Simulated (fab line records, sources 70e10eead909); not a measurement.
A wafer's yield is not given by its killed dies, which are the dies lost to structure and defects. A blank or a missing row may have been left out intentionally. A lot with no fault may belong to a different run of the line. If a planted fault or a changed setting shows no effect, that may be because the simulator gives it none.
Comparing a struck lot with a sound one ; flow nandHarc ; 27 steps out of a route of 1302
Sound: the wafers L727.3, L727.5, L727.6. Wafers L740.1, L740.4, L740.5 were the ones struck. The cause comes at the end.
Per side, at each step with rows, come the tool, then ch with its chambers, and then its first start. Under that, the readings that differ: sound wafers ; struck wafers ; difference of the means ; sigmas: that difference in standard deviations of wafers without a fault.
alike: readings with means less than 2 such deviations apart, plus words and numbers identical on both sides. not compared: withheld readings, readings lacking a value on some wafer, bounds such as >300 that could conceal the same value, and numbers that have no deviation in the record and whose values overlap.
Wherever a step has rows on one side only, a row that says differs or no value, or a row with sigmas, the two part there. Numbers that have no deviation but don't overlap get no sigmas and don't part them. Lack of a reading on every wafer of one side parts them only where that side has two or more wafers.

first, 5 steps without rows for these wafers: NHARC_A_CHANNEL_HOLE_D2_DESCUM_15 (chemistry O2, time 3 s); NHARC_A_CHANNEL_HOLE_D2_ETCH_38 (etches the open film in CF4, target depth 39 nm, time 65 s); NHARC_A_CHANNEL_HOLE_D2_ETCH_39 (etches the open film in N2/H2, target depth 260 nm, time 325 s); NHARC_A_CHANNEL_HOLE_D2_ETCH_34 (etches the open film in CF4/CHF3, target depth 154 nm, time 77 s); NHARC_A_CHANNEL_HOLE_D2_ETCH_16 (etches the open film in O2/COS, target depth 3100 nm, time 806 s).
NHARC_A_CHANNEL_HOLE_D2_CD_MEAS_18:
  sound on cdSem-01, day 13 19:10; struck on cdSem-03, day 19 03:08
  alike: cdNm
then, 1 step without rows for these wafers: NHARC_A_CHANNEL_HOLE_D2_ETCH_19 (etches the open film in C4F8/O2/Ar, time 34.5 s).
NHARC_A_CHANNEL_HOLE_D2_ETCH_20: etches the open film in C4F8/O2/Ar, time 361.9 s, target depth 1600 nm.
  sound on harEtch-02 ch 0,1, day 13 19:30; struck on harEtch-02 ch 0,1, day 19 05:01
  alike: chamberPressureMTorr, drypumpMotorCurrentA, showerheadPlenumPTorr, throttleValvePct
  not compared: rfHoursCounterH
then, 4 steps without rows for these wafers: NHARC_A_CHANNEL_HOLE_D2_ETCH_21 (etches the open film in C4F8/O2/Ar, time 514.3 s, target depth 1600 nm); NHARC_A_CHANNEL_HOLE_D2_ETCH_22 (etches the open film in C4F8/O2/Ar, time 666.7 s, target depth 1600 nm); NHARC_A_CHANNEL_HOLE_D2_ETCH_23 (etches the open film in C4F8/O2/Ar, time 819 s, target depth 1600 nm); NHARC_A_CHANNEL_HOLE_D2_ETCH_24 (etches the open film in C4F8/O2/Ar, time 906.2 s, target depth 1500 nm).
NHARC_A_CHANNEL_HOLE_D2_ETCH_25: etches the open film in C4F8/O2/Ar, time 1040.2 s, target depth 1500 nm.
  sound on harEtch-02 ch 0,1, day 13 22:34; struck on harEtch-02 ch 0,1, day 19 07:49
  alike: chamberPressureMTorr, drypumpMotorCurrentA, showerheadPlenumPTorr, throttleValvePct
  not compared: rfHoursCounterH
NHARC_A_CHANNEL_HOLE_D2_ETCH_26: etches the open film in C4F8/O2/Ar, time 224.1 s, target depth 300 nm.
  sound on harEtch-02 ch 0,1, day 13 23:07; struck on harEtch-02 ch 0,1, day 19 08:41
  alike: chamberPressureMTorr, drypumpMotorCurrentA, showerheadPlenumPTorr, throttleValvePct
  not compared: rfHoursCounterH
NHARC_A_CHANNEL_HOLE_D2_ETCH_27: etches the open film in C4F8/O2/Ar, time 90 s, target depth 400 nm.
  sound on harEtch-02 ch 0,1, day 13 23:18; struck on harEtch-02 ch 0,1, day 19 08:53
  alike: chamberPressureMTorr, drypumpMotorCurrentA, showerheadPlenumPTorr, throttleValvePct
  not compared: rfHoursCounterH
then, 4 steps without rows for these wafers: NHARC_A_CHANNEL_HOLE_D2_STRIP_41 (strips in N2/H2); NHARC_A_CHANNEL_HOLE_D2_STRIP_42 (strips in CF4/CHF3); NHARC_A_CHANNEL_HOLE_D2_STRIP_43 (strips in O2/COS); NHARC_A_CHANNEL_HOLE_D2_ETCH_44 (etches the open film in CF4/O2, target depth 140 nm, overetch 14 nm, time 77 s).
NHARC_A_CHANNEL_HOLE_D2_STRIP_28: strips in O2.
  sound: rieDiel-10 ch 0,1; struck: rieDiel-12 ch 0,2,3
  alike: chamberPressureMTorr, drypumpMotorCurrentA, oesProductAu, rfVppV, showerheadPlenumPTorr, throttleValvePct
  not compared: rfHoursCounterH
then, 2 steps without rows for these wafers: NHARC_A_CHANNEL_HOLE_D2_PRECLEAN_29 (cleans in SC1); NHARC_A_CHANNEL_HOLE_D2_SRD_30.
NHARC_A_CHANNEL_HOLE_D2_CD_MEAS_31:
  sound on cdSem-03, day 14 00:45; struck on cdSem-01, day 19 10:25
  alike: cdNm
NHARC_A_CHANNEL_HOLE_D2_XSEM_32:
  sound on xsem-01 ch 0, day 14 00:50; struck on xsem-02 ch 0, day 19 10:31
reading;sound;struck;difference;sigmas
tiltDeg (degrees);0.12 0.12 0.12;0.01 0.01 0.01;-0.11;-3
  alike: botCdNm, bowNm
NHARC_A_CHANNEL_HOLE_D2_INSPECT_40:
  sound on defectInspect-01, day 14 00:56; struck on defectInspect-01, day 19 10:36
reading;sound;struck;difference;sigmas
rawDefectCount;253 296 331;1015 894 1023;+684;+9
then, 1 step without rows for these wafers: NHARC_A_CHANNEL_FILL_D2_PRECLEAN_00 (cleans in SC1).
-- the record jumps here: 11 days lie between the struck wafers' starts before and after (it left off in module A_CHANNEL_FILL_D2 and takes up again in module END, whose first step shown is number 1302 of the route) --
NHARC_END_SORT_01:
  sound on prober-01 ch 0, day 24 15:13; struck on prober-02 ch 0, day 30 06:21
  alike: killedAtArray, killedAtOther, killedAtPeriphery, killedDies, killedOpen, killedShort

WHERE THEY PART
First at NHARC_A_CHANNEL_HOLE_D2_XSEM_32; last, within this record, at NHARC_A_CHANNEL_HOLE_D2_INSPECT_40. Later steps at which nothing parts them and some readings are alike: NHARC_END_SORT_01.

WHY: whatever the simulator had introduced
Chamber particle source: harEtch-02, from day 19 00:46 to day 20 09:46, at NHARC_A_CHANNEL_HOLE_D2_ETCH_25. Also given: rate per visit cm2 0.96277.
